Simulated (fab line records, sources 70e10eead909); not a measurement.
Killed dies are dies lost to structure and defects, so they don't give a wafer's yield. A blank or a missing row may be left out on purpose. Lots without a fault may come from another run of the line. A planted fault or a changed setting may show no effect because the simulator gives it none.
Chamber matching | flow nand_harc | NHARC_P_BONDPAD_CMP_32 on cmp-01: 4 sister chambers
The step polishes SiCN, target thk 200 nm. 14 wafers are shown with their chamber, then 7 later ones without.

WAFERS WITH THEIR CHAMBER
wafer  | chamber | motor_current_A (A)
L552.3 | 3       | 12.7
L552.5 | 2       | 11.1
L552.6 | 1       | 10.8
L553.2 | 1       | 11.0
L553.3 | 2       | 10.7
L553.5 | 2       | 11.4
L556.1 | 1       | 10.7
L556.3 | 0       | 11.5
L556.5 | 1       | 10.9
L558.1 | 0       | 11.5
L558.3 | 2       | 11.4
L558.5 | 0       | 11.3
L559.2 | 0       | 11.7
L559.5 | 1       | 10.4

SIGNATURES (means of the wafers above)
reading         | chamber 0 | chamber 1 | chamber 2 | chamber 3 | scatter within a chamber
motor_current_A | 11.500    | 10.760    | 11.150    | 12.700    | 0.249
Rule: a wafer's distance from a chamber is the root of the sum, over the readings, of the square of ((its reading less the chamber's mean) divided by the reading's scatter). The wafer belongs to the nearest chamber; if the next one is less than 2 further off, it can't be placed. The scatter: the root of (the sum of the squares of (reading less its chamber's mean) over the shown wafers, divided by (wafers less chambers)).

WAFERS WITHOUT THEIR CHAMBER
wafer  | motor_current_A (A)
L559.6 | 11.0
L561.3 | 12.6
L561.4 | 11.1
L561.5 | 11.9
L570.1 | 12.6
L570.3 | 10.7
L570.5 | 12.1

WHICH CHAMBER EACH WENT THROUGH
wafer  | from the rows above          | in truth
L559.6 | can't be placed: 2 or 1 or 0 | 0
L561.3 | 3                            | 3
L561.4 | can't be placed: 2 or 1 or 0 | 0
L561.5 | can't be placed: 0 or 2 or 3 | 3
L570.1 | 3                            | 3
L570.3 | can't be placed: 1 or 2      | 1
L570.5 | can't be placed: 0 or 3 or 2 | 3
Placed correctly: 2 of 7. Can't be placed from these rows: 5 (the true chamber is among the candidates in 5). Placed wrongly: 0.
